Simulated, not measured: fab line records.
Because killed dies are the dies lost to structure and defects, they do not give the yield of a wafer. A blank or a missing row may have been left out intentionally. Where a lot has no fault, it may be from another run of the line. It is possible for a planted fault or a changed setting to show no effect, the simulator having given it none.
Which tool was responsible?    flow nandHarc    13 lots, 39 wafers sampled, at 3 steps of a route of 1302

WHAT THE GAUGES SHOWED, per wafer
NHARC_THIN_TSV_CD_MEAS_16. Usual: 999.8 nm for cdNm, sd 2.9.
lot   measured      on        cdNm (nm)             flag
L801  day 24 00:31  cdSem-03  997.3 998.7 995.9     
L803  day 24 16:58  cdSem-03  998.6 1000.3 1000.5   
L804  day 24 20:28  cdSem-03  1001.7 999.1 998.9    
L802  day 24 21:31  cdSem-03  1004.2 1001.8 1000.1  
L805  day 24 22:37  cdSem-02  996.3 994.6 998.2     
L806  day 25 07:11  cdSem-03  1002.6 998.7 1004.6   
L807  day 26 02:32  cdSem-01  998.5 1001.5 999.1    
L809  day 27 02:37  cdSem-01  1002.3 1001.7 1001.1  
L808  day 27 03:44  cdSem-03  1001.6 1001.4 1000.2  
L810  day 28 17:25  cdSem-03  996.5 999.5 1001.1    
L814  day 29 00:21  cdSem-02  1004.5 998.4 1001.9   
L819  day 31 03:47  cdSem-03  1001.9 1001.3 1003.7  
L823  day 32 14:05  cdSem-02  1001.2 1005.2 1001.3  

EACH LOT AND THE TOOL THAT RAN IT (in order: tool; ch and the chambers of the sampled wafers; start)
lot   NHARC_THIN_TSV_CMP_01          NHARC_THIN_TSV_ETCH_15
L801  cmp-03 ch 1,3, day 23 22:22    rieSi-05 ch 0,2,3, day 24 00:23
L803  cmp-01 ch 0,2,3, day 24 14:42  rieSi-03 ch 0,1,3, day 24 16:50
L804  cmp-02 ch 0,3, day 24 18:05    rieSi-03 ch 1,3, day 24 20:20
L802  cmp-03 ch 1,3, day 24 19:15    rieSi-01 ch 1,2, day 24 21:23
L805  cmp-03 ch 1,2,3, day 24 20:28  rieSi-05 ch 0,2, day 24 22:29
L806  cmp-02 ch 0,1,3, day 25 05:01  rieSi-05 ch 1,2, day 25 07:02
L807  cmp-02 ch 0,1,3, day 26 00:23  rieSi-01 ch 0,3, day 26 02:23
L809  cmp-03 ch 0,1,2, day 27 00:20  rieSi-03 ch 0,1,3, day 27 02:29
L808  cmp-01 ch 0,3, day 27 01:34    rieSi-01 ch 1,2, day 27 03:34
L810  cmp-01 ch 0,2,3, day 28 15:07  rieSi-01 ch 0,1,3, day 28 17:16
L814  cmp-01 ch 2,3, day 28 22:01    rieSi-03 ch 0,3, day 29 00:12
L819  cmp-03 ch 0,2,3, day 31 01:33  rieSi-03 ch 1,2,3, day 31 03:39
L823  cmp-02 ch 1,3, day 32 11:48    rieSi-01 ch 1,2,3, day 32 13:58
- NHARC_THIN_TSV_CMP_01: polishes.
- NHARC_THIN_TSV_ETCH_15: target depth 3000 nm, bosch target overetch cycles 2, bosch etch step 2.8 s.

AS READ BY THE TOOLS THEMSELVES (means over the sampled wafers that have a number; for cases with no such wafer, the mark the record gives instead)
NHARC_THIN_TSV_CMP_01. Usual: 11.9 A for motorCurrentA, sd 0.98.
lot   tool    motorCurrentA (A)  flag
L801  cmp-03  11.3               
L803  cmp-01  11.7               
L804  cmp-02  12.3               
L802  cmp-03  11.3               
L805  cmp-03  11.1               
L806  cmp-02  12.3               
L807  cmp-02  12.5               
L809  cmp-03  12.1               
L808  cmp-01  11.7               
L810  cmp-01  12.1               
L814  cmp-01  11.0               
L819  cmp-03  12.0               
L823  cmp-02  12.8               

NHARC_THIN_TSV_ETCH_15. Usual: 5.9 A for drypumpMotorCurrentA, sd 0.33.
lot   tool      drypumpMotorCurrentA (A)  flag
L801  rieSi-05  6.1                       
L803  rieSi-03  5.7                       
L804  rieSi-03  5.7                       
L802  rieSi-01  5.8                       
L805  rieSi-05  6.0                       
L806  rieSi-05  5.9                       
L807  rieSi-01  6.0                       
L809  rieSi-03  5.7                       
L808  rieSi-01  5.8                       
L810  rieSi-01  6.1                       
L814  rieSi-03  5.7                       
L819  rieSi-03  6.0                       
L823  rieSi-01  5.9                       

THE ANSWER, worked out from the rows above alone
Rule: lot off if the mean of its wafers having a number is beyond 3 standard deviations from the usual mean. Also off: a lot with no number at a reading for which 4 or more lots have one. The other lots that the step has rows for count as sound. First the gauges in route order, then the tools' own readings, where a lot's mean is used as printed above. At the first step where some lot is off, the reading lying furthest off is the one used; lots without a number count as furthest.
Across all readings shown, no lot is off: no conclusion can be drawn from this.

WHAT THE SIMULATOR PUT IN
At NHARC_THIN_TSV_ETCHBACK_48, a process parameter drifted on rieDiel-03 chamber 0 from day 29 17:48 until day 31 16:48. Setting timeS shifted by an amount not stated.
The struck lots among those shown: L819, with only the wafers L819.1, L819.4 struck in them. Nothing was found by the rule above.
